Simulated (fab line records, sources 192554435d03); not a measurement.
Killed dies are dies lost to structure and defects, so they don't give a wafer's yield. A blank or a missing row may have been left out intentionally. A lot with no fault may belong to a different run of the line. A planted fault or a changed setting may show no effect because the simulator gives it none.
Split-lot study -- flow n5-finfet -- on a route of 1938 steps: 7 lots, 21 wafers read

## ON THE SPLIT
At N5_BEOL_M14_DEP_53 (deposits SiCN from 3MS/NH3, target thk 50 nm, time 17.8 s), the setting time-s was moved away from the recipe's 17.8 s on 8 of the 21 wafers read, by -11.6% to +14.4%. All remaining wafers had this setting at the recipe value.

The split's own step is where the reading is taken.

## THE READING
SiCN_of_BEOL_M14_DEP_53.thk-nm (the simulator's own value, which no gauge read), in nm, at N5_BEOL_M14_DEP_53 (deposits SiCN from 3MS/NH3, target thk 50 nm, time 17.8 s). There is no usual value for it anywhere in the file. Here, 13 wafers ran the recipe; their average is 49.9 nm with a standard deviation of 0.47 nm.

wafer,"tool, chamber at the split","time-s as run, s",against the recipe,"SiCN_of_BEOL_M14_DEP_53.thk-nm, nm",against lot-mates on the recipe
L081.1,"pecvd-03, 1",20.37,+14.4%,57.4,+7.8
L081.2,"pecvd-03, 0",17.8,recipe,49.6,-
L081.6,"pecvd-03, 1",20.37,+14.4%,57.2,+7.6
L083.1,"pecvd-01, 0,2",17.8,recipe,49.4,-
L083.2,"pecvd-01, 0,2",17.8,recipe,49.4,-
L083.4,"pecvd-01, 1",17.8,recipe,49.8,-
L088.1,"pecvd-01, 0",15.74,-11.6%,44.4,-6.4
L088.5,"pecvd-01, 1",15.74,-11.6%,44.8,-6.0
L088.6,"pecvd-01, 2",17.8,recipe,50.8,-
L090.2,"pecvd-01, 2",17.8,recipe,49,-
L090.3,"pecvd-01, 0",16.91,-5.0%,47,-2.5
L090.4,"pecvd-01, 2",17.8,recipe,50,-
L091.2,"pecvd-01, 2",20.01,+12.4%,55.6,+5.8
L091.3,"pecvd-01, 0",17.8,recipe,49.8,-
L091.5,"pecvd-01, 2",20.01,+12.4%,57.4,+7.6
L093.2,"pecvd-03, 1",17.8,recipe,49.8,-
L093.3,"pecvd-03, 0",16.08,-9.7%,45.4,-4.8
L093.4,"pecvd-03, 2",17.8,recipe,50.6,-
L092.3,"pecvd-02, 2",17.8,recipe,49.8,-
L092.4,"pecvd-02, 1,0",17.8,recipe,50.2,-
L092.6,"pecvd-02, 1,0",17.8,recipe,50.2,-
Where a row lists several chambers, the file gives one row for several wafers and doesn't say which wafer went through which chamber.

THE FIT
A straight line over all 21 wafers: SiCN_of_BEOL_M14_DEP_53.thk-nm changes by +0.501 nm for each +1% of time-s; r = +0.99; the points scatter about the line by 0.54 nm.
The same after taking each lot's own level away (the mean of its wafers on the recipe; 21 wafers): +0.531 nm for each +1%; r = +1.00; scatter 0.39 nm.
According to that fit, moving time-s by its largest amount changes the reading by 7.7 nm.
Across the lots, their own levels run from 49.50 to 50.80 nm, a range of 2.7 times the standard deviation given above.
The two slopes are in agreement: the lot-to-lot level therefore moves the slope only a little.
Check: +7.68 nm against its lot-mates is what the line predicts for one of the wafers moved furthest among these (+14.4%) when that wafer is left out of the fit. Against them it came out at +7.8 nm.

## THE OTHER SPLITS THESE WAFERS WENT THROUGH
Before the reading, these wafers also passed through other splits. Each is held against what the fit with the lots' levels taken away leaves over:
other split on the same wafers,wafers away from the commonest value,r with SiCN_of_BEOL_M14_DEP_53.thk-nm (lot level and that fit taken away)
N5_BEOL_M12_COAT_04 spin-rpm,7,-0.35
N5_BEOL_M13_EXPOSE_07 dose-mj,6,-0.09
N5_BEOL_M13_ETCH_59 time-s,8,-0.31
N5_BEOL_M14_SPUTTER_43 power-w,9,-0.32

## THE FILE'S OWN FIT
SiCN_of_BEOL_M14_DEP_53.thk-nm changes by +0.529 nm for each +1% of time-s, r = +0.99.
